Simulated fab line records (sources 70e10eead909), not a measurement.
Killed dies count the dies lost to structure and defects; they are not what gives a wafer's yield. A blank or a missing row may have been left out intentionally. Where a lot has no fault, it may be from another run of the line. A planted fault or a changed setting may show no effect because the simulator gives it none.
Which of the tools did it? | flow nand harc | 12 lots with 36 wafers sampled at 3 steps, on a route of 1159 steps

== WHAT THE GAUGES READ, wafer by wafer ==
NHARC_P_GATE_CD_MEAS_91 targets a cd of 2000 nm.
lot  | measured     | on        | cd nm (nm)
L075 | day 5 10:11  | cd sem-03 | 1997.4 1999.7 1999.8
L077 | day 5 22:15  | cd sem-02 | 2002.2 2000.9 2000.7
L079 | day 6 10:40  | cd sem-03 | 2000.9 2002.0 2001.5
L081 | day 7 03:56  | cd sem-02 | 1998.2 1998.6 1997.1
L083 | day 7 17:01  | cd sem-01 | 2000.6 2000.2 2002.0
L085 | day 8 14:34  | cd sem-03 | 1998.6 1999.5 1999.1
L087 | day 8 20:20  | cd sem-01 | 1999.8 2000.7 1999.4
L089 | day 9 03:14  | cd sem-02 | 2001.3 2002.5 2003.4
L091 | day 9 17:14  | cd sem-03 | 2000.8 2003.2 2002.2
L093 | day 9 21:38  | cd sem-03 | 1999.9 1999.4 1998.3
L095 | day 10 13:02 | cd sem-02 | 1999.3 1999.9 2002.6
L097 | day 10 21:11 | cd sem-01 | 1998.9 1999.1 1999.4

== EACH LOT AND THE TOOL THAT RAN IT (in order: tool; ch and the chambers of the sampled wafers; start) ==
lot  | NHARC_P_ZERO_WELL_ETCH_65         | NHARC_P_STI_DESCUM_14
L075 | rie diel-12 ch 1,2,3, day 1 19:32 | rie diel-01 ch 0,1,3, day 2 14:00
L077 | rie diel-03 ch 0,1, day 2 07:29   | rie diel-01 ch 0,1,3, day 3 02:59
L079 | rie diel-12 ch 0,2,3, day 2 19:29 | rie diel-10 ch 0,2,3, day 3 18:52
L081 | rie diel-12 ch 0,1,3, day 3 07:30 | rie diel-10 ch 0,1,3, day 4 02:07
L083 | rie diel-02 ch 0,3, day 3 19:34   | rie diel-01 ch 0,1,2, day 4 19:11
L085 | rie diel-12 ch 1,2, day 4 07:29   | rie diel-06 ch 0,2,3, day 5 08:23
L087 | rie diel-12 ch 0,1,3, day 4 19:29 | rie diel-06 ch 0,1,3, day 5 18:58
L089 | rie diel-12 ch 0,2,3, day 5 07:30 | rie diel-10 ch 0,2,3, day 6 06:54
L091 | rie diel-12 ch 0,1,3, day 5 19:31 | rie diel-06 ch 1,2,3, day 6 21:52
L093 | rie diel-02 ch 0,1, day 6 07:29   | rie diel-01 ch 0,1,2, day 7 05:24
L095 | rie diel-12 ch 0,2,3, day 6 19:21 | rie diel-06 ch 0,2,3, day 7 17:12
L097 | rie diel-12 ch 0,1,3, day 7 07:33 | rie diel-01 ch 0,1,3, day 8 02:13
- NHARC_P_ZERO_WELL_ETCH_65: etches the open film in N2/H2, target depth 80 nm, overetch 24 nm, time 87.88 s.
- NHARC_P_STI_DESCUM_14: chemistry O2, time 3 s.

== THE ANSWER, worked out from the rows above alone ==
Rule: the usual values come from the lots themselves. Put in order of their means at a reading, lots are off if they are a third of the lots or fewer, leave a main group of 4 or more, and stand apart from it by a gap of 3 or more times the standard deviation of the main group's means; of several such gaps the widest counts. A main group is skipped when, at the precision printed for the reading in the tables above, its means are all equal. Also off: a lot with no number at a reading for which 4 or more lots have one. All remaining lots with rows at the step are treated as sound.
No lot is off on any of the readings shown, so nothing can be concluded from this.

== WHAT THE SIMULATOR HAD INSERTED ==
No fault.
